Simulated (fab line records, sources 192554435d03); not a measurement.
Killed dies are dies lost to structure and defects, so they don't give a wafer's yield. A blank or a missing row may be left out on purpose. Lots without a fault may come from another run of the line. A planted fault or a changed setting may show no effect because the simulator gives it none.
Which tool did it? | flow n5_finfet | 12 lots, 36 wafers sampled, at 1 step of a route of 1938

WHAT THE GAUGES READ, wafer by wafer
N5_BEOL_M5_CD_MEAS_18: pitch 56 nm, target cd 28 nm.
lot  | measured     | on        | cd_nm (nm)
L078 | day 14 07:29 | cd_sem-01 | 27.8 27.8 28.0
L084 | day 15 01:48 | cd_sem-02 | 28.6 28.0 27.9
L079 | day 15 20:18 | cd_sem-02 | 28.4 28.3 28.6
L076 | day 16 14:28 | cd_sem-02 | 27.8 28.1 28.2
L081 | day 17 07:46 | cd_sem-02 | 28.8 28.5 28.6
L085 | day 17 15:45 | cd_sem-03 | 28.4 27.9 27.9
L087 | day 17 20:08 | cd_sem-01 | 28.0 28.5 28.1
L090 | day 17 23:38 | cd_sem-03 | 28.6 28.2 28.3
L089 | day 18 10:32 | cd_sem-02 | 28.1 28.6 27.8
L092 | day 19 06:42 | cd_sem-01 | 27.7 28.4 28.2
L094 | day 20 09:42 | cd_sem-01 | 28.2 28.3 28.2
L097 | day 20 18:10 | cd_sem-02 | 28.2 28.5 28.3

WHICH TOOL RAN EACH LOT (tool, then ch and the chambers of the sampled wafers, then the start)
The record holds no process step before these readings.

THE ANSWER, worked out from the rows above alone
Rule: what is usual is taken from the lots themselves. Put in order of their means at a reading, lots are off if they are a third of the lots or fewer, leave a main group of 4 or more, and stand apart from it by a gap of 3 or more times the standard deviation of the main group's means; of several such gaps the widest counts. A main group whose means are all the same, to the digits that the tables above print for the reading, isn't used. A lot without any number at a reading at which 4 lots or more have one is off too. The other lots that the step has rows for count as sound.
No lot is off at any reading shown: from this, nothing can be told.

WHAT THE SIMULATOR HAD PUT IN
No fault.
